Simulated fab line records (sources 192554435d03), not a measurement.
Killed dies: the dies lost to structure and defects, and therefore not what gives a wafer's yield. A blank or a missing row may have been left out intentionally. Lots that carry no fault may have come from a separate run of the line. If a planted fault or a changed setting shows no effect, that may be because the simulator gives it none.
Comparing a struck lot with a sound one ; flow n5 finfet ; 32 steps out of a route of 1938
Sound: wafers L122.1, L122.3, L122.6. Wafers struck: L127.4, L127.5, L127.6. At the end, the cause is stated.
At each step with rows: each side's tool, then ch and its chambers, then its first start. Under that, the readings that differ: sound wafers ; struck wafers ; difference of the means ; sigmas: that difference in standard deviations of wafers without a fault.
alike: readings whose means differ by less than 2 such deviations, and words and numbers that are the same on both sides. not compared: withheld readings, readings that some wafer has no value for, bounds like >300 that may hide the same value, and numbers for which the record gives no deviation and whose values overlap.
Wherever a step has rows on one side only, a row that says differs or no value, or a row with sigmas, the two part there. Numbers that don't overlap but have no deviation are shown without sigmas and don't part them. A reading that every wafer of one side lacks parts them only if that side has two wafers or more.

first, 1 step without rows for these wafers: N5_GATE_CUT_SRD_32 (time 30 s).
N5_GATE_CUT_SAC_CAP_01: material SiNx, target thk 24 nm, pulse time 1 s, ald cycles 480.
  sound on ald sin-04 ch 0,1,2, day 8 02:10; struck on ald sin-03 ch 0,1,3, day 9 11:53
  alike: heater power outer w, heater power w, precursor pulse height rel
then, 2 steps without rows for these wafers: N5_GATE_CUT_PECVD_57 (deposits SiNx from SiH4/NH3/N2, target thk 21 nm); N5_GATE_CUT_CMP_02 (polishes, stops on SiO2, t overpolish 12.7 s, target thk 0 nm).
N5_GATE_CUT_HM_DEP_46: deposits SiO2 from TEOS/O2, target thk 130 nm, time 26.6 s.
  sound on pecvd-04 ch 0,2, day 8 04:54; struck on pecvd-02 ch 0,1,2, day 9 14:30
  alike: heater power outer w, heater power w, rf fwd power W, showerhead plenum p Torr, throttle valve pct
then, 6 steps without rows for these wafers: N5_GATE_CUT_COAT_34 (time 60 s, resist thk 60 nm); N5_GATE_CUT_COAT_35 (time 60 s, resist thk 10 nm); N5_GATE_CUT_COAT_27 (time 60 s, resist thk 10 nm); N5_GATE_CUT_COAT_07 (resist thk 30 nm); N5_GATE_CUT_EBR_09; N5_GATE_CUT_SOFTBAKE_08 (time 60 s).
N5_GATE_CUT_EXPOSE_10: exposes mask GATE CUT, target cd 20 nm.
  sound on euv scanner-02 ch 0, day 8 05:13; struck on euv scanner-01 ch 0, day 9 14:42
reading;sound;struck;difference;sigmas
exposure dose mJ cm2;43.18 43.11 43.08;44.34 44.34 44.36;+1.22;+24
  alike: mask
then, 2 steps without rows for these wafers: N5_GATE_CUT_PEB_11 (peb time 60 s); N5_GATE_CUT_DEVELOP_12 (develop time 30 s).
N5_GATE_CUT_CD_MEAS_13: target cd 20 nm.
  sound on cd sem-02 ch 0, day 8 05:22; struck on cd sem-03 ch 0, day 9 14:49
  alike: cd nm
N5_GATE_CUT_OVL_MEAS_14:
  sound on overlay-02 ch 0, day 8 05:23; struck on overlay-02 ch 0, day 9 14:52
  alike: GATE_CUT_OVL
N5_GATE_CUT_INSPECT_15: inspects for defects (brightfield).
  sound: defect inspect-01 at day 8 05:27; struck: defect inspect-01 at day 9 14:55
  alike: raw defect count
N5_GATE_CUT_DESCUM_18: chemistry O2, time 7 s.
  sound on rie diel-02 ch 2,3, day 8 05:29; struck on rie diel-03 ch 0,1, day 9 15:30
reading;sound;struck;difference;sigmas
model.GATE_CUT.cd nm (nm);19.8 20 20;20.6 20.6 20.8;+0.7;
  alike: drypump motor current A, oes product au, rf fwd power W, rf vpp V, showerhead plenum p Torr, throttle valve pct
  not compared: rf hours counter h
then, 1 step without rows for these wafers: N5_GATE_CUT_ETCH_28 (etches underlayer in N2/H2, target depth 13 nm, time 10.4 s).
N5_GATE_CUT_ETCH_36: etches SiARC in CF4, target depth 13 nm, time 21.7 s.
  sound on rie diel-02 ch 2,3, day 8 05:32; struck on rie diel-03 ch 0,1, day 9 15:34
  alike: drypump motor current A, etch rf on time s, oes product au, rf fwd power W, rf vpp V, showerhead plenum p Torr, throttle valve pct
  not compared: rf hours counter h
N5_GATE_CUT_ETCH_37: etches SOC in N2/H2, target depth 60 nm, overetch 12 nm, time 90 s.
  sound on rie diel-02 ch 2,3, day 8 05:34; struck on rie diel-03 ch 0,1, day 9 15:35
  alike: drypump motor current A, oes product au, rf fwd power W, rf vpp V, showerhead plenum p Torr, throttle valve pct
  not compared: rf hours counter h
then, 8 steps without rows for these wafers: N5_GATE_CUT_STRIP_38 (strips in N2/H2); N5_GATE_CUT_STRIP_39 (strips in N2/H2); N5_GATE_CUT_HM_OPEN_40 (chemistry C4F6/O2, target SiO2, target depth 139 nm, time 85.1 s); N5_GATE_CUT_STRIP_41 (strips in CF4); N5_GATE_CUT_STRIP_42 (strips in O2); N5_GATE_CUT_ETCH_19 (etches SiNx in CH3F/O2, target depth 53.7 nm, time 76.7 s); N5_GATE_CUT_CUT_ETCH_53 (etches W in SF6/Cl2, target depth 79.2 nm); N5_GATE_CUT_CUT_ETCH_54 (etches TiN in Cl2/BCl3, target depth 96.7 nm).
N5_GATE_CUT_CUT_ETCH_55: etches HfO2 in BCl3, target depth 3.2 nm.
  sound on rie metal-03 ch 0,1, day 8 05:59; struck on rie metal-01 ch 0,1, day 9 16:02
reading;sound;struck;difference;sigmas
oes product au (a.u.);0.84 0.86 0.90;0.62 0.61 0.61;-0.25;-2
  alike: drypump motor current A, rf fwd power W, throttle valve pct
  not compared: rf hours counter h
N5_GATE_CUT_ETCH_47: etches SiO2 in Cl2/BCl3, target depth 10 nm.
  sound on rie metal-03 ch 0,1, day 8 06:01; struck on rie metal-01 ch 0,1, day 9 16:04
reading;sound;struck;difference;sigmas
oes product au (a.u.);0.85 0.84 0.91;0.62 0.62 0.61;-0.25;-2
  alike: drypump motor current A, rf fwd power W, throttle valve pct
  not compared: rf hours counter h, model.GATE_CUT.cd nm
then, 1 step without rows for these wafers: N5_GATE_CUT_VAPOR_ETCH_48 (etches TiN in BCl3/Cl2).

== WHERE THEY PART ==
At N5_GATE_CUT_EXPOSE_10 first; at N5_GATE_CUT_ETCH_47 last (within this record only).

WHY: the cause the simulator had injected
Process parameter drift: euv scanner-01, from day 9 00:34 on, at N5_GATE_CUT_EXPOSE_10. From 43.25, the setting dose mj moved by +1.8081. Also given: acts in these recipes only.
